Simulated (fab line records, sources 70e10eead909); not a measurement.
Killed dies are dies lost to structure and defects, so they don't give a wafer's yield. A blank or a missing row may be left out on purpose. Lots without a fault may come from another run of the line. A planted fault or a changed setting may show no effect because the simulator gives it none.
fab line records | flow nand_harc
record lots=12 wafers=36 last_day=33
route steps=1302 shown P_M0@264 P_M1@302 END@1302
lots that met no fault: from a run of the same line without faults
start_h: hours from the record's first day to the start of the lot's first wafer shown | wait_h: hours since the lot's step before | " the same as in the row above | L1.1+2: a row that stands for several wafers | - no value, or no start given | * or withheld: withheld | < > ~ a bound
route shown NAME@n: a module of which the file shows steps, and the number in the route of the first | usual: mean/standard deviation of fault-free wafers | same: alike in all rows | chamber/n: place in a boat | sites: the reading at each site | _std_site: their standard deviation | _edge_site: outer sites' mean less inner sites' | radius_mm: how far each site lies from the wafer's centre | mask NAME#n: copy n | behind: the tool/chamber that last shaped the wafer | hold: why the lot was held/for how many hours/how that ended | device: the transistor (n, p or np) that didn't switch | end of line: the same wafers' tests at the end of the route | a step without rows: its recipe alone | killed: dies lost to structure and defects at the first sort, not the wafer's yield | map: a wafer's dies, x killed, . not, _ none there
set.NAME: the setting as run; set.NAME@STEP: as run at that earlier step | model.NAME: the simulator's own value behind a step, which no gauge read
steps of the route over a sample of lots; a table a step, a row a wafer
services: from which hour (start_h, from the record's first day; less than 0 if before it) a tool's chamber was out of use, for how many hours, and why
## steps
# step NHARC_P_M0_OVL_MEAS_10
# recipe pitch_nm=180
# usual overlay_x_nm=-0.2/0.99 overlay_y_nm=-0.1/0.92
# columns lot.wafer tool chamber start_h wait_h overlay_x_nm overlay_y_nm
L737.3 overlay-02 - 150.16 - -0.1 -0.2
L737.5 " - " " 0.0 -0.4
L737.6 " - " " 0.9 0.1
L738.3 overlay-01 - 166.88 - 1.0 -0.1
L738.4 " - " " 1.0 -0.4
L738.5 " - " " 0.5 -0.4
L739.2 overlay-01 - 167.08 - -0.1 -0.5
L739.4 " - " " -0.3 -0.5
L739.5 " - " " -0.5 -0.7
L741.1 overlay-02 - 187.76 - -1.0 0.4
L741.3 " - " " -0.8 1.2
L741.5 " - " " -1.0 0.8
L745.2 overlay-02 - 227.76 - 0.8 -0.8
L745.5 " - " " 0.3 -1.6
L745.6 " - " " 0.8 -0.8
L746.1 overlay-01 - 239.18 - -0.6 -0.3
L746.2 " - " " -0.8 -0.6
L746.4 " - " " -0.7 -0.8
L747.3 overlay-02 - 249.55 - 0.1 0.5
L747.5 " - " " 0.4 0.6
L747.6 " - " " 0.1 -0.2
L748.3 overlay-02 - 269.60 - -0.1 0.0
L748.4 " - " " 0.2 0.4
L748.5 " - " " -0.1 -0.4
L753.4 overlay-02 - 316.87 - 0.0 -1.4
L753.5 " - " " 0.2 -1.0
L753.6 " - " " -0.3 -1.4
L754.1 overlay-02 - 321.70 - 1.2 0.2
L754.2 " - " " 1.6 0.7
L754.3 " - " " 1.8 0.7
L755.1 overlay-01 - 335.55 - 2.0 -1.9
L755.4 " - " " 1.4 -2.0
L755.6 " - " " 2.0 -1.8
L757.2 overlay-02 - 347.64 - -1.9 -0.7
L757.3 " - " " -1.6 -0.2
L757.5 " - " " -1.1 0.1
# step NHARC_P_M0_STRIP_18
# recipe power_w=1000 n2_flow_sccm=150 h2_flow_sccm=150 ar_flow_sccm=0 bias_w=0 chemistry=N2/H2
# usual chamber_pressure_mTorr=30.004/0.028 drypump_motor_current_A=5.79/0.27 oes_product_au=1.003/0.0098 rf_vpp_V=90.4/0.94 showerhead_plenum_p_Torr=2.00/0.083 throttle_valve_pct=14.170/0.0094
# same bias_w=0
# columns lot.wafer tool chamber start_h wait_h chamber_pressure_mTorr drypump_motor_current_A oes_product_au rf_hours_counter_h rf_vpp_V showerhead_plenum_p_Torr throttle_valve_pct
L737.3 rie_diel-10 0 150.71 0.1 30.033 5.61 0.985 14 90.2 1.94 14.181
L737.5 " 1 " " 30.010 5.61 1.004 - 90.8 2.13 14.178
L737.6 " 2 " " 30.047 5.92 1.024 - 89.2 1.91 14.159
L738.3 rie_diel-10 1 167.51 0.1 29.998 5.59 0.993 18 91.2 2.13 14.174
L738.4 " 2 " " 30.046 5.89 1.016 18 90.2 1.91 14.157
L738.5 " 3 " " 30.023 5.80 1.008 - 89.4 1.95 14.177
L739.4 rie_diel-10 1 167.62 0.1 29.996 5.62 0.996 18 91.2 2.13 14.171
L739.2 " 0 " " 30.006 5.65 0.995 19 89.9 1.94 14.175
L739.5 " 1 " " 30.009 5.63 1.001 - 88.8 2.13 14.165
L741.1 rie_diel-10 0 188.26 0.1 30.000 5.61 0.992 23 90.0 1.94 14.168
L741.3 " 1 " " 29.951 5.61 0.985 22 90.9 2.12 14.154
L741.5 " 3 " " 30.018 5.83 1.014 - 89.6 1.95 14.181
L745.2 rie_diel-07 0 228.28 0.1 30.020 5.13 1.004 44 92.0 2.04 14.158
L745.5 " 2 " " 30.027 5.69 1.016 - 91.1 1.93 14.160
L745.6 " 3 " " 30.005 5.86 0.998 - 89.6 2.14 14.169
L746.1 rie_diel-01 0 239.69 0.1 29.923 5.66 1.004 9 89.9 2.06 14.176
L746.4 " 2 " " 29.970 5.99 1.015 9 89.5 1.99 14.171
L746.2 " 3 " " 30.064 6.49 1.006 8 90.4 2.06 14.169
L747.3 rie_diel-07 2 250.05 0.1 29.987 5.66 1.003 45 90.6 1.93 14.173
L747.5 " 1 " " 29.989 6.04 0.975 - 90.8 2.04 14.164
L747.6 " 2 " " 30.033 5.67 1.006 - 91.0 1.93 14.171
L748.3 rie_diel-10 0 270.14 0.1 30.025 5.61 0.996 3 89.4 1.94 14.179
L748.5 " 1 " " 30.022 5.61 0.995 - 92.6 2.12 14.166
L748.4 " 0 " " 29.989 5.66 0.993 - 90.8 1.94 14.177
L753.4 rie_diel-01 0 317.52 0.2 30.037 5.64 1.009 42 89.5 2.05 14.153
L753.5 " 1 " " 29.982 6.47 1.010 - 89.9 1.99 14.185
L753.6 " 2 " " 29.979 6.00 1.020 - 88.8 1.97 14.167
L754.3 rie_diel-07 3 322.28 0.1 29.980 5.85 1.012 6 91.2 2.13 14.176
L754.2 " 0 " " 29.976 5.13 1.000 6 90.7 2.03 14.161
L754.1 " 1 " " 30.002 6.05 0.986 6 91.4 2.03 14.169
L755.1 rie_diel-10 1 336.02 0.1 30.001 5.61 0.993 16 90.3 2.12 14.179
L755.4 " 2 " " 30.050 5.89 1.005 16 90.4 1.90 14.160
L755.6 " 2 " " 30.000 5.88 1.010 - 89.1 1.90 14.156
L757.3 rie_diel-10 1 348.14 0.1 29.961 5.62 0.998 18 91.2 2.12 14.166
L757.2 " 3 " " 30.021 5.82 1.014 16 89.5 1.95 14.172
L757.5 " 1 " " 29.991 5.64 0.989 - 91.0 2.11 14.176
# step NHARC_P_M0_THK_MEAS_24
# recipe thk_meas_gauge=xrf
# usual thk_nm=117.4/1.4
# columns lot.wafer tool chamber start_h wait_h thk_nm
L737.3 film_metro-01 - 152.59 - 118.9
L737.5 " - " " 117.4
L737.6 " - " " 118.0
L738.3 film_metro-02 - 169.40 - 117.3
L738.4 " - " " 118.1
L738.5 " - " " 118.8
L739.2 film_metro-01 - 169.72 - 117.2
L739.4 " - " " 117.1
L739.5 " - " " 115.1
L741.1 film_metro-02 - 190.17 - 115.8
L741.3 " - " " 116.6
L741.5 " - " " 114.2
L745.2 film_metro-01 - 230.18 - 118.0
L745.5 " - " " 116.3
L745.6 " - " " 118.9
L746.1 film_metro-01 - 241.62 - 118.2
L746.2 " - " " 115.5
L746.4 " - " " 117.8
L747.3 film_metro-01 - 251.97 - 118.7
L747.5 " - " " 119.5
L747.6 " - " " 117.9
L748.3 film_metro-01 - 272.07 - 116.9
L748.4 " - " " 117.0
L748.5 " - " " 117.5
L753.4 film_metro-02 - 319.39 - 118.5
L753.5 " - " " 121.6
L753.6 " - " " 118.9
L754.1 film_metro-02 - 324.19 - 118.1
L754.2 " - " " 117.5
L754.3 " - " " 118.0
L755.1 film_metro-02 - 337.96 - 117.8
L755.4 " - " " 117.7
L755.6 " - " " 119.3
L757.2 film_metro-02 - 350.57 - 118.4
L757.3 " - " " 117.3
L757.5 " - " " 115.5
# step NHARC_P_M1_STRIP_18
# recipe power_w=1000 n2_flow_sccm=150 h2_flow_sccm=150 ar_flow_sccm=0 bias_w=0 chemistry=N2/H2
# usual bias_w=0/0 chamber_pressure_mTorr=30.002/0.026 drypump_motor_current_A=5.7/0.48 oes_product_au=0.995/0.0083 rf_vpp_V=90.5/0.86 showerhead_plenum_p_Torr=1.99/0.062 throttle_valve_pct=14.171/0.0095
# columns lot.wafer tool chamber start_h wait_h bias_w chamber_pressure_mTorr drypump_motor_current_A oes_product_au rf_hours_counter_h rf_vpp_V showerhead_plenum_p_Torr throttle_valve_pct
L737.3 rie_diel-06 2 154.83 0.1 0 30.028 6.0 0.992 1 90.2 2.06 14.179
L737.5 " 3 " " 0 30.057 5.3 0.988 - 91.1 2.05 14.170
L737.6 " 0 " " 0 30.006 6.3 0.996 - 89.7 1.97 14.181
L738.3 rie_diel-06 0 171.39 0.1 0 29.966 6.3 0.996 2 90.9 1.97 14.182
L738.4 " 2 " " 0 29.970 6.0 0.991 2 89.6 2.06 14.160
L738.5 " 1 " " 0 30.040 6.0 0.992 - 89.8 1.89 14.165
L739.2 rie_diel-06 1 171.89 0.1 0 29.984 6.0 0.993 2 88.9 1.89 14.176
L739.4 " 2 " " 0 29.978 6.0 0.975 2 91.2 2.06 14.174
L739.5 " 0 " " 0 29.987 6.3 0.988 - 89.6 1.97 14.167
L741.1 rie_diel-13 2 192.39 0.1 0 30.034 6.2 0.993 2 91.1 1.93 14.164
L741.3 " 3 " " 0 29.996 5.1 0.991 1 90.6 2.02 14.163
L741.5 " 1 " " 0 30.002 5.0 0.979 - 90.4 2.01 14.159
L745.2 rie_diel-13 3 232.32 0.1 - - - - - - - -
L745.6 " 2 " " - - - - - - - -
L745.5 " 3 " " - - - - - - - -
L746.2 rie_diel-06 0 243.82 0.1 - - - - - - - -
L746.1 " 1 " " - - - - - - - -
L746.4 " 2 " " - - - - - - - -
L747.3 rie_diel-13 3 254.12 0.1 - - - - - - - -
L747.6 " 1 " " - - - - - - - -
L747.5 " 2 " " - - - - - - - -
L748.3 rie_diel-13 3 274.24 0.1 0 30.010 5.1 0.998 6 92.0 2.02 14.170
L748.4 " 0 " " 0 30.009 5.7 0.990 6 91.1 1.95 14.164
L748.5 " 2 " " 0 29.981 6.2 0.988 - 88.9 1.93 14.190
L753.4 rie_diel-13 1 321.56 0.1 0 30.006 5.0 0.997 12 91.7 2.00 14.170
L753.6 " 3 " " 0 29.990 5.1 0.999 - 90.3 2.02 14.189
L753.5 " 0 " " 0 30.020 5.7 0.979 - 90.2 1.95 14.176
L754.3 rie_diel-13 3 326.34 0.1 0 30.027 5.1 0.998 10 90.1 2.02 14.175
L754.2 " 0 " " 0 29.977 5.7 0.995 10 90.6 1.95 14.183
L754.1 " 1 " " 0 29.991 5.0 1.000 12 89.8 2.00 14.174
L755.4 rie_diel-13 2 340.08 0.1 0 30.016 6.2 1.004 12 89.8 1.92 14.171
L755.1 " 0 " " 0 30.015 5.7 0.991 11 90.3 1.95 14.160
L755.6 " 2 " " 0 30.025 6.2 0.998 - 89.5 1.92 14.163
L757.2 rie_diel-13 3 352.72 0.1 0 30.029 5.1 0.994 0 89.1 2.02 14.177
L757.3 " 1 " " 0 29.987 5.0 0.993 0 92.2 2.00 14.149
L757.5 " 3 " " 0 30.017 5.1 0.996 - 90.7 2.02 14.188
# step NHARC_END_SORT_01
# recipe temp_c=25
# usual defect_limited_yield=91/3 killed_at_array=54/21 killed_at_other=1.0/1.2 killed_at_periphery=3.6/2.6 killed_dies=58/20 killed_open=3.3/1.9 killed_short=2.6/1.5 sort_bin_2_pct=3.1/1.4 sort_bin_3_pct=0.6/0.37 sort_bin_4_pct=4.9/1.6 sort_n_pass=619/20 sort_rim_yield_pct=91/4.3 sort_yield_pct=91/3
# same gross_dies=677 sort_bin_5_pct[%]=0 sort_bin_6_pct[%]=0 sort_bin_7_pct[%]=0 sort_bin_8_pct[%]=0 sort_rim_n_gross=106.00
# columns lot.wafer tool chamber start_h wait_h hold defect_limited_yield[%] killed_at_array killed_at_other killed_at_periphery killed_dies killed_open killed_short sort_bin_2_pct[%] sort_bin_3_pct[%] sort_bin_4_pct[%] sort_n_pass sort_rim_yield_pct[%] sort_yield_pct[%]
L737.3 prober-01 0 596.36 3.1 - 91 59 1 2 62 2 2 3.2 0.4 5.5 615 96 91
L737.5 prober-01 0 597.95 3.7 - 92 53 1 0 54 4 2 2.5 0.7 4.7 623 94 92
L737.6 prober-01 0 598.75 4.0 - 93 49 0 1 50 3 1 1.8 1.2 4.4 627 95 93
L738.3 prober-02 0 603.03 3.1 - 92 51 0 2 53 1 3 2.8 0.1 4.9 624 92 92
L738.4 prober-02 0 603.84 3.4 - 93 41 2 5 48 3 5 3.2 0.4 3.4 629 85 93
L738.5 prober-02 0 604.64 3.7 - 92 47 3 6 56 5 6 2.5 0.6 5.2 621 84 92
L739.2 prober-01 0 603.34 2.8 - 87 87 0 2 89 2 3 5.6 0.9 6.6 588 97 87
L739.4 prober-01 0 604.95 3.4 - 87 87 0 1 88 1 3 5.5 0.3 7.2 589 94 87
L739.5 prober-01 0 605.75 3.7 - 86 93 0 4 97 5 3 5.8 1.2 7.4 580 87 86
L741.1 prober-01 0 634.73 2.5 - 91 57 1 2 60 0 4 3.8 1.0 4.0 617 92 91
L741.3 prober-01 0 636.34 3.1 - 92 52 0 1 53 1 0 3.4 0.6 3.8 624 93 92
L741.5 prober-01 0 637.95 3.7 - 88 83 0 1 84 2 2 4.6 0.7 7.1 593 91 88
L746.1 prober-02 0 687.41 2.5 await_dispo/5.6h/scrap 5 20 0 624 644 3 0 92.9 0.1 2.1 33 0 5
L746.2 prober-02 0 688.22 2.8 await_dispo/5.6h/scrap 4 24 1 623 648 2 3 92.2 0.4 3.1 29 15 4
L746.4 prober-02 0 689.84 3.4 await_dispo/5.6h/scrap 5 22 0 623 645 6 5 92.6 0.1 2.5 32 20 5
L747.3 prober-01 0 689.10 3.1 await_dispo/1.7h/scrap 4 28 0 624 652 4 0 92.8 0.3 3.2 25 2 4
L747.5 prober-01 0 690.70 3.7 await_dispo/1.7h/scrap 4 37 0 612 649 3 1 91.3 0.3 4.3 28 1 4
L747.6 prober-01 0 691.50 4.0 await_dispo/1.7h/scrap 5 25 1 620 646 2 1 92.6 0 2.8 31 14 5
L748.3 prober-01 0 730.61 3.1 - 86 93 0 4 97 5 2 5.5 0.9 8.0 580 91 86
L748.4 prober-01 0 731.40 3.4 - 90 65 1 0 66 4 1 3.1 1.0 5.6 611 84 90
L748.5 prober-01 0 732.19 3.7 - 88 73 1 7 81 4 4 4.4 0.7 6.8 596 86 88
L754.1 prober-02 0 765.00 2.5 - 94 38 1 3 42 4 3 2.8 0.3 3.1 635 89 94
L754.2 prober-02 0 765.80 2.8 - 91 56 0 2 58 2 3 4.0 0.3 4.3 619 88 91
L754.3 prober-02 0 766.60 3.1 - 91 61 1 1 63 1 5 3.1 0.9 5.3 614 85 91
L753.4 prober-01 0 765.13 3.3 - 89 67 0 6 73 7 4 4.4 0.7 5.6 604 82 89
L753.5 prober-01 0 765.92 3.6 - 89 70 1 4 75 1 3 3.7 0.1 7.2 602 92 89
L753.6 prober-01 0 766.71 3.9 - 88 74 0 6 80 6 2 3.8 1.0 6.9 597 92 88
L755.1 prober-01 0 770.84 2.5 - 91 57 0 2 59 5 1 3.4 0.7 4.6 618 90 91
L755.4 prober-01 0 773.25 3.4 - 91 59 1 0 60 3 1 2.8 0.7 5.3 617 89 91
L755.6 prober-01 0 774.86 4.0 - 91 54 4 2 60 2 1 3.7 0.4 4.7 617 86 91
L757.2 prober-02 0 789.06 2.8 - 88 75 3 3 81 0 3 5.2 0.9 5.9 596 85 88
L757.3 prober-02 0 789.86 3.1 - 87 81 2 2 85 3 5 4.4 0.6 7.5 592 85 87
L757.5 prober-02 0 791.48 3.7 - 92 50 0 5 55 2 1 2.5 0.9 4.7 622 86 92
# killed by level:class
L737.3 A_CHANNEL_HOLE_D1:chamber_film_flake=35 A_CHANNEL_HOLE_D2:chamber_film_flake=10 A_CONTACT:chamber_film_flake=4 A_CHANNEL_FILL_D1:chamber_film_flake=2 A_STAIRCASE:chamber_film_flake=2 P_CONTACT:geometric_particle:open=1 A_CHANNEL_FILL_D2:geometric_particle:short=1 A_CHANNEL_FILL_D2:geometric_particle:open=1
L737.5 A_CHANNEL_HOLE_D1:chamber_film_flake=33 A_CONTACT:chamber_film_flake=5 A_CHANNEL_HOLE_D2:chamber_film_flake=3 A_ONON_D1:geometric_particle:open=2 A_DECK1_JOINT:chamber_film_flake=2 A_STAIRCASE:chamber_film_flake=2 A_SOURCE_PLATE:geometric_particle:open=1 A_DECK1_JOINT:geometric_particle:short=1
L737.6 A_CHANNEL_HOLE_D1:chamber_film_flake=33 A_CHANNEL_HOLE_D2:chamber_film_flake=6 A_CONTACT:chamber_film_flake=4 A_STAIRCASE:chamber_film_flake=3 P_GATE:geometric_particle:short=1 A_CHANNEL_FILL_D1:geometric_particle:open=1 A_CHANNEL_FILL_D2:geometric_particle:open=1 A_M0:geometric_particle:open=1
L738.3 A_SLIT:chamber_film_flake=25 A_CHANNEL_HOLE_D2:chamber_film_flake=10 A_M0:chamber_film_flake=4 A_STAIRCASE:chamber_film_flake=3 A_CONTACT:chamber_film_flake=3 A_CHANNEL_HOLE_D1:chamber_film_flake=2 P_CONTACT:geometric_particle:open=1 A_DECK1_JOINT:geometric_particle:short=1
L739.2 A_CHANNEL_HOLE_D2:chamber_film_flake=31 A_CHANNEL_HOLE_D1:chamber_film_flake=24 A_SLIT:chamber_film_flake=22 A_STAIRCASE:chamber_film_flake=4 P_GATE:chamber_film_flake=2 A_SOURCE_PLATE:geometric_particle:short=1 A_CHANNEL_FILL_D1:geometric_particle:short=1 A_DECK1_JOINT:geometric_particle:open=1
L738.4 A_SLIT:chamber_film_flake=12 A_STAIRCASE:chamber_film_flake=7 A_CONTACT:chamber_film_flake=7 A_CHANNEL_HOLE_D2:chamber_film_flake=5 A_M0:chamber_film_flake=3 A_ONON_D1:geometric_particle:short=2 P_GATE:chamber_film_flake=2 P_M0:geometric_particle:short=1
L738.5 A_SLIT:chamber_film_flake=16 A_CHANNEL_HOLE_D2:chamber_film_flake=7 A_CONTACT:chamber_film_flake=6 A_STAIRCASE:chamber_film_flake=4 THIN_TSV:chamber_film_flake=3 P_M0:geometric_particle:open=2 A_ONON_D1:geometric_particle:short=2 A_WL_FILL:geometric_particle:short=2
L739.4 A_SLIT:chamber_film_flake=26 A_CHANNEL_HOLE_D2:chamber_film_flake=24 A_CHANNEL_HOLE_D1:chamber_film_flake=24 A_STAIRCASE:chamber_film_flake=5 A_DECK1_JOINT:geometric_particle:short=2 A_DECK1_JOINT:chamber_film_flake=2 A_CONTACT:chamber_film_flake=2 A_ONON_D1:geometric_particle:open=1
L739.5 A_CHANNEL_HOLE_D1:chamber_film_flake=31 A_SLIT:chamber_film_flake=28 A_CHANNEL_HOLE_D2:chamber_film_flake=22 A_WL_FILL:geometric_particle:short=2 P_GATE:chamber_film_flake=2 A_DECK1_JOINT:chamber_film_flake=2 A_STAIRCASE:chamber_film_flake=2 P_M0:geometric_particle:open=1
L741.1 A_CHANNEL_HOLE_D2:chamber_film_flake=23 A_CHANNEL_HOLE_D1:chamber_film_flake=19 A_CONTACT:chamber_film_flake=4 A_ONON_D1:geometric_particle:short=2 A_CHANNEL_FILL_D1:geometric_particle:short=2 A_SLIT:chamber_film_flake=2 A_DECK1_JOINT:chamber_film_flake=2 A_BONDPAD:chamber_film_flake=2
L741.3 A_CHANNEL_HOLE_D1:chamber_film_flake=24 A_CHANNEL_HOLE_D2:chamber_film_flake=21 A_SLIT:chamber_film_flake=2 A_BONDPAD:chamber_film_flake=2 A_M0:geometric_particle:open=1 P_BONDPAD:chamber_film_flake=1 A_STAIRCASE:chamber_film_flake=1 A_CONTACT:chamber_film_flake=1
L741.5 A_CHANNEL_HOLE_D2:chamber_film_flake=36 A_CHANNEL_HOLE_D1:chamber_film_flake=32 A_ZERO_WELL:chamber_film_flake=3 A_CONTACT:chamber_film_flake=3 A_CHANNEL_FILL_D2:geometric_particle:open=2 A_DECK1_JOINT:chamber_film_flake=2 A_SGD_CUT:chamber_film_flake=2 A_CHANNEL_FILL_D2:geometric_particle:short=1
L746.1 P_M1:area_strip=621 A_STAIRCASE:chamber_film_flake=4 A_WL_FILL:chamber_film_flake=4 A_CHANNEL_HOLE_D1:chamber_film_flake=3 A_CHANNEL_FILL_D2:chamber_film_flake=3 P_STI:chamber_film_flake=2 P_M0:geometric_particle:open=1 A_WL_FILL:geometric_particle:open=1
L746.2 P_M1:area_strip=615 P_GATE:chamber_film_flake=6 A_CHANNEL_HOLE_D1:chamber_film_flake=6 A_CONTACT:chamber_film_flake=3 P_STI:chamber_film_flake=2 A_CHANNEL_HOLE_D2:chamber_film_flake=2 A_CHANNEL_FILL_D2:chamber_film_flake=2 A_WL_FILL:chamber_film_flake=2
L747.3 P_M1:area_strip=614 A_STAIRCASE:chamber_film_flake=10 P_GATE:chamber_film_flake=6 A_CHANNEL_HOLE_D1:chamber_film_flake=4 A_SLIT:chamber_film_flake=4 P_CONTACT:chamber_film_flake=2 A_CHANNEL_FILL_D1:chamber_film_flake=2 A_CHANNEL_FILL_D2:chamber_film_flake=2
L746.4 P_M1:area_strip=617 A_WL_FILL:chamber_film_flake=5 A_ONON_D2:geometric_particle:short=3 P_GATE:chamber_film_flake=3 A_CHANNEL_HOLE_D1:chamber_film_flake=3 A_SLIT:chamber_film_flake=3 P_CONTACT:geometric_particle:open=2 P_M1:geometric_particle:short=1
L747.5 P_M1:area_strip=608 A_CHANNEL_HOLE_D1:chamber_film_flake=9 A_SLIT:chamber_film_flake=7 A_STAIRCASE:chamber_film_flake=6 A_CHANNEL_FILL_D2:chamber_film_flake=5 A_CONTACT:chamber_film_flake=4 P_GATE:chamber_film_flake=3 A_WL_FILL:chamber_film_flake=2
L747.6 P_M1:area_strip=617 A_CHANNEL_HOLE_D1:chamber_film_flake=6 A_STAIRCASE:chamber_film_flake=5 A_CHANNEL_FILL_D2:chamber_film_flake=3 A_SLIT:chamber_film_flake=3 A_CONTACT:chamber_film_flake=3 A_ONON_D1:geometric_particle:open=2 A_ZERO_WELL:chamber_film_flake=2
L748.3 A_CHANNEL_HOLE_D1:chamber_film_flake=40 A_SLIT:chamber_film_flake=36 A_CONTACT:chamber_film_flake=5 A_ONON_D1:geometric_particle:open=3 A_CHANNEL_FILL_D1:chamber_film_flake=3 P_BONDPAD:chamber_film_flake=2 P_CONTACT:geometric_particle:short=1 A_CHANNEL_FILL_D2:geometric_particle:short=1
L748.4 A_CHANNEL_HOLE_D1:chamber_film_flake=31 A_SLIT:chamber_film_flake=16 A_CHANNEL_HOLE_D2:chamber_film_flake=5 A_CONTACT:chamber_film_flake=4 A_BLC:geometric_particle:open=2 A_CHANNEL_FILL_D1:chamber_film_flake=2 A_DECK1_JOINT:chamber_film_flake=2 A_SOURCE_PLATE:geometric_particle:short=1
L748.5 A_SLIT:chamber_film_flake=27 A_CHANNEL_HOLE_D1:chamber_film_flake=24 A_CONTACT:chamber_film_flake=10 P_BONDPAD:chamber_film_flake=3 A_CHANNEL_HOLE_D2:chamber_film_flake=3 P_CONTACT:chamber_film_flake=2 P_GATE:geometric_particle:open=1 A_CHANNEL_FILL_D1:geometric_particle:open=1
L754.1 A_SLIT:chamber_film_flake=16 A_CONTACT:chamber_film_flake=9 A_CHANNEL_HOLE_D1:chamber_film_flake=6 A_WL_FILL:chamber_film_flake=2 P_STI:geometric_particle:short=1 P_CONTACT:geometric_particle:open=1 P_M1:geometric_particle:open=1 A_ONON_D1:geometric_particle:short=1
L753.4 A_CHANNEL_HOLE_D1:chamber_film_flake=31 A_CHANNEL_HOLE_D2:chamber_film_flake=16 A_SLIT:chamber_film_flake=4 A_ZERO_WELL:chamber_film_flake=3 P_M0:geometric_particle:open=2 A_STAIRCASE:chamber_film_flake=2 A_M1:chamber_film_flake=2 P_M0:geometric_particle:short=1
L754.2 A_SLIT:chamber_film_flake=25 A_CONTACT:chamber_film_flake=11 A_CHANNEL_HOLE_D1:chamber_film_flake=10 A_STAIRCASE:chamber_film_flake=3 A_M1:chamber_film_flake=2 P_STI:geometric_particle:short=1 P_M2:geometric_particle:short=1 A_CHANNEL_FILL_D1:geometric_particle:open=1
L753.5 A_CHANNEL_HOLE_D1:chamber_film_flake=28 A_CHANNEL_HOLE_D2:chamber_film_flake=25 A_SLIT:chamber_film_flake=6 A_WL_FILL:chamber_film_flake=3 P_ZERO_WELL:chamber_film_flake=2 P_GATE:chamber_film_flake=2 A_CONTACT:chamber_film_flake=2 A_BLC:chamber_film_flake=2
L754.3 A_SLIT:chamber_film_flake=20 A_CHANNEL_HOLE_D1:chamber_film_flake=13 A_CONTACT:chamber_film_flake=12 A_DECK1_JOINT:chamber_film_flake=4 A_STAIRCASE:chamber_film_flake=3 A_WL_FILL:chamber_film_flake=3 P_M0:geometric_particle:open=1 A_CHANNEL_HOLE_D1:geometric_particle:short=1
L753.6 A_CHANNEL_HOLE_D1:chamber_film_flake=36 A_CHANNEL_HOLE_D2:chamber_film_flake=17 A_SLIT:chamber_film_flake=5 P_GATE:chamber_film_flake=3 A_M1:chamber_film_flake=3 P_ZERO_WELL:chamber_film_flake=2 A_STAIRCASE:chamber_film_flake=2 P_CONTACT:geometric_particle:open=1
L755.1 A_CHANNEL_HOLE_D2:chamber_film_flake=29 A_CHANNEL_HOLE_D1:chamber_film_flake=14 A_STAIRCASE:chamber_film_flake=4 A_SLIT:chamber_film_flake=3 A_CHANNEL_FILL_D2:geometric_particle:open=2 A_M0:geometric_particle:open=2 A_CHANNEL_FILL_D1:geometric_particle:short=1 A_CONTACT:geometric_particle:open=1
L755.4 A_CHANNEL_HOLE_D2:chamber_film_flake=31 A_CHANNEL_HOLE_D1:chamber_film_flake=13 A_SLIT:chamber_film_flake=9 A_CHANNEL_FILL_D1:geometric_particle:open=1 A_CHANNEL_FILL_D2:geometric_particle:open=1 A_STAIRCASE:geometric_particle:short=1 A_M1:geometric_particle:open=1 A_STAIRCASE:chamber_film_flake=1
L755.6 A_CHANNEL_HOLE_D1:chamber_film_flake=19 A_CHANNEL_HOLE_D2:chamber_film_flake=19 A_SLIT:chamber_film_flake=7 A_STAIRCASE:chamber_film_flake=5 THIN_TSV:chamber_film_flake=3 P_CONTACT:geometric_particle:open=1 A_CHANNEL_FILL_D1:geometric_particle:open=1 STARTING-WAFER:geometric_particle:short=1
L757.2 A_CHANNEL_HOLE_D2:chamber_film_flake=35 A_CHANNEL_HOLE_D1:chamber_film_flake=12 A_SLIT:chamber_film_flake=12 A_CONTACT:chamber_film_flake=10 THIN_TSV:chamber_film_flake=3 P_M1:chamber_film_flake=2 A_STAIRCASE:chamber_film_flake=2 P_M0:geometric_particle:short=1
L757.3 A_CHANNEL_HOLE_D2:chamber_film_flake=35 A_SLIT:chamber_film_flake=20 A_CONTACT:chamber_film_flake=11 A_CHANNEL_HOLE_D1:chamber_film_flake=3 A_CHANNEL_HOLE_D1:geometric_particle:short=2 A_STAIRCASE:chamber_film_flake=2 P_CONTACT:geometric_particle:open=1 A_DECK1_JOINT:geometric_particle:open=1
L757.5 A_SLIT:chamber_film_flake=13 A_CONTACT:chamber_film_flake=11 A_CHANNEL_HOLE_D2:chamber_film_flake=10 A_CHANNEL_HOLE_D1:chamber_film_flake=8 A_STAIRCASE:chamber_film_flake=4 P_M1:chamber_film_flake=2 P_M2:geometric_particle:short=1 A_CHANNEL_HOLE_D1:geometric_particle:open=1
## services
# columns tool chamber start_h hours kind
rie_diel-06 - 130.20 9.0 pm
rie_diel-13 - 165.00 9.0 pm
rie_diel-01 2 170.04 42.2 repair
rie_diel-07 3 180.55 4.5 repair
rie_diel-07 1 202.92 5.3 repair
rie_diel-13 0 205.88 2.7 repair
rie_diel-01 - 206.83 9.0 pm
rie_diel-13 3 212.98 2.3 repair
rie_diel-07 1 219.13 6.4 repair
rie_diel-13 3 236.75 9.1 repair
rie_diel-10 - 242.96 9.0 pm
rie_diel-07 2 254.01 10.2 repair
rie_diel-01 1 258.76 4.2 repair
rie_diel-06 2 262.08 8.7 repair
rie_diel-01 1 266.35 4.0 repair
rie_diel-10 3 269.00 6.4 repair
rie_diel-07 1 283.93 6.0 repair
rie_diel-07 - 290.63 0.2 repair
rie_diel-07 - 294.22 9.0 pm
rie_diel-06 - 307.20 9.0 pm
rie_diel-01 0 308.29 4.3 repair
rie_diel-06 1 322.10 6.5 repair
rie_diel-07 3 341.56 4.2 repair
rie_diel-13 - 342.00 9.0 pm
## key
first_sign step=NHARC_P_M1_STRIP_18 reading=tool_record direction=missing
effect step=NHARC_END_SORT_01 reading=killed_at_periphery direction=up sigmas=99+ usual=3.6 struck=621
more_kills_born_at NHARC_P_M1_STRIP_18@rie_diel-06=1853 NHARC_P_M1_STRIP_18@rie_diel-13=1839
met_at NHARC_P_M1_STRIP_18
struck_lots L745,L746,L747
later_rows_left_out L745.2,L745.5,L745.6,L746.1,L746.2,L746.4,L747.3,L747.5,L747.6
sort_left_out L745.2,L745.5,L745.6
not_acting_at NHARC_P_M0_OVL_MEAS_10,NHARC_P_M0_STRIP_18,NHARC_P_M0_THK_MEAS_24
onset_between 192.39 232.32
fault kind=skipped_step_whole tool=rie_diel-06,rie_diel-13 chamber=- onset_h=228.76 steps=NHARC_P_M1_STRIP_18 scope=struck_lots_only
# sort_left_out: the simulated sort isn't trusted on such a fault, so these wafers' sort isn't shown, and their yield isn't known
# later_rows_left_out: the simulator's readings of these wafers behind a module that went badly wrong aren't trusted and aren't shown, but for the sort
